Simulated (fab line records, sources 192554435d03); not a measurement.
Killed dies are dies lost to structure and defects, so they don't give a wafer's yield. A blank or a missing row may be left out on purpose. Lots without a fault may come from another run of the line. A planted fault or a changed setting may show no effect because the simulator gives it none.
Which tool did it? | flow n5_finfet | 10 lots, 28 wafers sampled, at 6 steps of a route of 1938

WHAT THE GAUGES READ, wafer by wafer
N5_STI_FIN_REVEAL_FIN_H_MEAS_10.
lot  | measured    | on     | trench_depth_nm (nm)
L362 | day 2 14:16 | ocd-02 | 51.6 51.3 51.8
L364 | day 3 03:41 | ocd-01 | 52.9 52.9 53.5
L367 | day 3 19:55 | ocd-01 | 51.5 52.3 53.5
L369 | day 4 07:47 | ocd-02 | 52.3 52.3 51.5
L370 | day 4 13:14 | ocd-01 | 52.7 52.3 52.0
L373 | day 5 07:46 | ocd-01 | 52.2 53.3 52.8
L381 | day 7 07:37 | ocd-02 | 52.3 68.2
L383 | day 7 20:28 | ocd-01 | 52.1 50.7 50.2
L384 | day 8 01:26 | ocd-02 | 52.4 51.8 67.6
L385 | day 8 08:01 | ocd-02 | 51.4 67.0

N5_BEOL_M4_RC_MEAS_101.
lot  | measured     | on        | DIBL_N (mV/V)  | DIBL_P (mV/V)  | IOFF_N (nA/um) | IOFF_P (nA/um) | ION_N (uA/um) | ION_P (uA/um) | SS_N (mV/dec)  | SS_P (mV/dec)  | VT_N (mV)   | VT_P (mV)
L362 | day 7 15:56  | prober-01 | 40.9 39.8 36.5 | 41.0 39.5 35.0 | 0.27 0.23 0.16 | 0.32 0.29 0.23 | 695 695 669   | 472 474 465   | 72.0 72.1 71.2 | 74.4 74.1 72.4 | 240 245 252 | -242.9 -243.5 -247.3
L364 | day 8 23:30  | prober-01 | 36.3 35.8 38.5 | 37.4 37.5 40.0 | 0.17 0.16 0.23 | 0.21 0.22 0.26 | 683 672 702   | 462 468 475   | 71.5 70.7 71.8 | 73.8 72.9 73.9 | 248 250 245 | -249.2 -247.8 -246.1
L367 | day 10 02:00 | prober-02 | 32.7 34.2 35.7 | 32.6 34.1 37.3 | 0.10 0.12 0.15 | 0.14 0.16 0.20 | 643 663 692   | 446 453 471   | 70.0 71.5 71.5 | 71.9 72.7 73.3 | 259 255 248 | -257.7 -254.1 -249.6
L369 | day 10 07:46 | prober-02 | 36.7 36.1 37.2 | 37.7 36.2 37.3 | 0.18 0.16 0.17 | 0.24 0.20 0.22 | 675 673 670   | 466 461 464   | 71.9 71.7 72.3 | 74.2 74.1 74.1 | 250 252 252 | -244.6 -250.6 -246.3
L370 | day 10 05:17 | prober-01 | 37.1 38.0 40.5 | 38.9 39.6 43.6 | 0.18 0.18 0.26 | 0.20 0.22 0.29 | 690 681 697   | 466 464 464   | 70.7 71.6 72.0 | 73.9 74.2 74.2 | 244 247 242 | -253.0 -252.3 -248.7
L373 | day 10 11:23 | prober-01 | 35.3 34.6 32.8 | 35.9 35.0 32.3 | 0.13 0.13 0.10 | 0.21 0.19 0.15 | 668 673 657   | 464 473 458   | 70.6 70.6 70.4 | 73.9 73.0 71.3 | 255 253 259 | -250.9 -252.9 -252.3
L381 | day 12 17:22 | prober-01 | 39.2 35.4      | 40.2 35.4      | 0.21 0.13      | 0.26 0.19      | 685 662       | 468 455       | 71.6 71.5      | 74.1 73.3      | 246 254     | -249.3 -252.0
L383 | day 14 04:22 | prober-01 | 36.3 36.6 35.2 | 34.9 36.3 33.6 | 0.15 0.15 0.13 | 0.20 0.22 0.17 | 679 671 661   | 465 459 450   | 71.5 70.9 71.0 | 73.1 73.6 71.9 | 246 249 250 | -251.2 -251.9 -253.3
L384 | day 14 07:43 | prober-02 | 37.5 37.7 36.6 | 39.3 39.7 38.0 | 0.18 0.18 0.16 | 0.24 0.25 0.23 | 691 680 685   | 475 471 474   | 71.0 72.0 71.1 | 73.8 74.1 73.4 | 246 247 246 | -246.5 -247.2 -248.1
L385 | day 14 06:26 | prober-01 | 37.2 39.3      | 37.1 38.0      | 0.16 0.20      | 0.21 0.25      | 673 687       | 457 464       | 71.4 72.2      | 73.4 73.7      | 250 247     | -252.4 -246.7

WHICH TOOL RAN EACH LOT (tool, then ch and the chambers of the sampled wafers, then the start)
lot  | N5_STI_FIN_REVEAL_ALD_14         | N5_STI_FIN_REVEAL_RECESS_09       | N5_STI_FIN_REVEAL_OXIDATION_33      | N5_DUMMY_GATE_ALD_02
L362 | ald_sin-01 ch 0,1,2, day 2 05:37 | vapor_etch-01 ch 0,1, day 2 11:34 | plasma_asher-01 ch 0,1, day 2 14:05 | ald_sin-01 ch 0,1,2, day 2 14:27
L364 | ald_sin-04 ch 0,1, day 2 18:02   | vapor_etch-02 ch 0,1, day 3 01:22 | plasma_asher-01 ch 0,1, day 3 03:31 | ald_sin-03 ch 0,1,3, day 3 04:17
L367 | ald_sin-01 ch 1,2,3, day 3 10:33 | vapor_etch-02 ch 0,1, day 3 17:13 | plasma_asher-01 ch 0,1, day 3 19:44 | ald_sin-01 ch 0,2,3, day 3 20:07
L369 | ald_sin-04 ch 0,3, day 3 23:04   | vapor_etch-02 ch 0,1, day 4 05:37 | plasma_asher-01 ch 0,1, day 4 07:37 | ald_sin-01 ch 0,3, day 4 08:13
L370 | ald_sin-03 ch 0,1, day 4 04:13   | vapor_etch-01 ch 0,1, day 4 10:57 | plasma_asher-01 ch 0,1, day 4 13:03 | ald_sin-02 ch 1,2,3, day 4 14:02
L373 | ald_sin-04 ch 0,1,2, day 4 22:27 | vapor_etch-02 ch 1, day 5 05:04   | plasma_asher-01 ch 0,1, day 5 07:34 | ald_sin-01 ch 1,3, day 5 08:14
L381 | ald_sin-01 ch 0,3, day 6 22:50   | vapor_etch-02 ch 1, day 7 04:55   | plasma_asher-02 ch 1, day 7 07:25   | ald_sin-03 ch 1, day 7 08:23
L383 | ald_sin-03 ch 1,2,3, day 7 11:29 | vapor_etch-01 ch 0,1, day 7 17:32 | plasma_asher-01 ch 0,1, day 7 20:16 | ald_sin-03 ch 0,1,3, day 7 21:17
L384 | ald_sin-04 ch 0,2,3, day 7 16:54 | vapor_etch-02 ch 0,1, day 7 22:44 | plasma_asher-01 ch 0,1, day 8 01:14 | ald_sin-03 ch 0,2, day 8 01:37
L385 | ald_sin-01 ch 2, day 7 22:53     | vapor_etch-02 ch 0,1, day 8 05:18 | plasma_asher-02 ch 0, day 8 07:49   | ald_sin-02 ch 0,1, day 8 08:34
- N5_STI_FIN_REVEAL_ALD_14: deposits Si3N4, target thk 3 nm.
- N5_STI_FIN_REVEAL_RECESS_09: chemistry HF/NH3, target SiO2, afs cycles 11, target depth 42.5 nm, sublimation time 60 s.
- N5_STI_FIN_REVEAL_OXIDATION_33: chemistry O2 PLASMA REMOTE, time 20 s.
- N5_DUMMY_GATE_ALD_02: deposits SiO2, target thk 2 nm, pulse time 1 s.

WHAT THE TOOLS THEMSELVES READ (means of the sampled wafers that have a number; where no wafer has one, the mark that the record gives instead)
N5_STI_FIN_REVEAL_ALD_14.
lot  | tool       | heater_power_w (W)
L362 | ald_sin-01 | 870
L364 | ald_sin-04 | 879
L367 | ald_sin-01 | 907
L369 | ald_sin-04 | 880
L370 | ald_sin-03 | 915
L373 | ald_sin-04 | 862
L381 | ald_sin-01 | 922
L383 | ald_sin-03 | 879
L384 | ald_sin-04 | 890
L385 | ald_sin-01 | 861

N5_STI_FIN_REVEAL_RECESS_09.
lot  | tool          | drypump_motor_current_A (A) | sublimation_temp_c (C)
L362 | vapor_etch-01 | 6.33                        | 180.20
L364 | vapor_etch-02 | 6.16                        | 179.92
L367 | vapor_etch-02 | 6.02                        | 179.98
L369 | vapor_etch-02 | 6.03                        | 179.97
L370 | vapor_etch-01 | 6.44                        | 180.10
L373 | vapor_etch-02 | 6.27                        | 180.13
L381 | vapor_etch-02 | 6.29                        | 180.27
L383 | vapor_etch-01 | 6.45                        | 179.91
L384 | vapor_etch-02 | 6.02                        | 179.98
L385 | vapor_etch-02 | 6.08                        | 179.88

N5_STI_FIN_REVEAL_OXIDATION_33.
lot  | tool            | drypump_motor_current_A (A) | heater_power_w (W) | o2_flow_sccm (sccm)
L362 | plasma_asher-01 | 5.53                        | 145                | 2994
L364 | plasma_asher-01 | 5.71                        | 141                | 3001
L367 | plasma_asher-01 | 5.51                        | 147                | 2997
L369 | plasma_asher-01 | 5.71                        | 140                | 2996
L370 | plasma_asher-01 | 5.71                        | 140                | 3000
L373 | plasma_asher-01 | 5.54                        | 145                | 3001
L381 | plasma_asher-02 | 5.75                        | 134                | 2992
L383 | plasma_asher-01 | 5.72                        | 142                | 2995
L384 | plasma_asher-01 | 5.72                        | 141                | 3004
L385 | plasma_asher-02 | 5.32                        | 148                | 2998

N5_DUMMY_GATE_ALD_02.
lot  | tool       | heater_power_w (W) | precursor_pulse_height_rel
L362 | ald_sin-01 | 494                | 0.994
L364 | ald_sin-03 | 501                | 0.995
L367 | ald_sin-01 | 522                | 1.012
L369 | ald_sin-01 | 535                | 0.985
L370 | ald_sin-02 | 471                | 0.998
L373 | ald_sin-01 | 471                | 0.979
L381 | ald_sin-03 | 438                | 0.986
L383 | ald_sin-03 | 500                | 0.982
L384 | ald_sin-03 | 526                | 1.008
L385 | ald_sin-02 | 450                | 1.006

THE ANSWER, worked out from the rows above alone
Rule: what is usual is taken from the lots themselves. Put in order of their means at a reading, lots are off if they are a third of the lots or fewer, leave a main group of 4 or more, and stand apart from it by a gap of 3 or more times the standard deviation of the main group's means; of several such gaps the widest counts. A main group whose means are all the same, to the digits that the tables above print for the reading, isn't used. A lot without any number at a reading at which 4 lots or more have one is off too. The other lots that the step has rows for count as sound. The gauges are gone through in route order, then the tools' own readings, and for those a lot's mean is taken as printed above. The first step at which some lot is off is used, and at that step the reading that is off furthest; a lot without a number counts as furthest.
Off: L381, L384, L385, at N5_STI_FIN_REVEAL_FIN_H_MEAS_10 (trench_depth_nm). The main group: mean 52.2 nm, standard deviation 0.66.
A tool fits if, at a process step before that reading, it ran every lot that is off, and no sound lot after the first of them. The gauges at N5_STI_FIN_REVEAL_FIN_H_MEAS_10 are tried like those tools. Can't be told from this: 2 tools fit, vapor_etch-02 at N5_STI_FIN_REVEAL_RECESS_09, ocd-02 at N5_STI_FIN_REVEAL_FIN_H_MEAS_10.

WHAT THE SIMULATOR HAD PUT IN
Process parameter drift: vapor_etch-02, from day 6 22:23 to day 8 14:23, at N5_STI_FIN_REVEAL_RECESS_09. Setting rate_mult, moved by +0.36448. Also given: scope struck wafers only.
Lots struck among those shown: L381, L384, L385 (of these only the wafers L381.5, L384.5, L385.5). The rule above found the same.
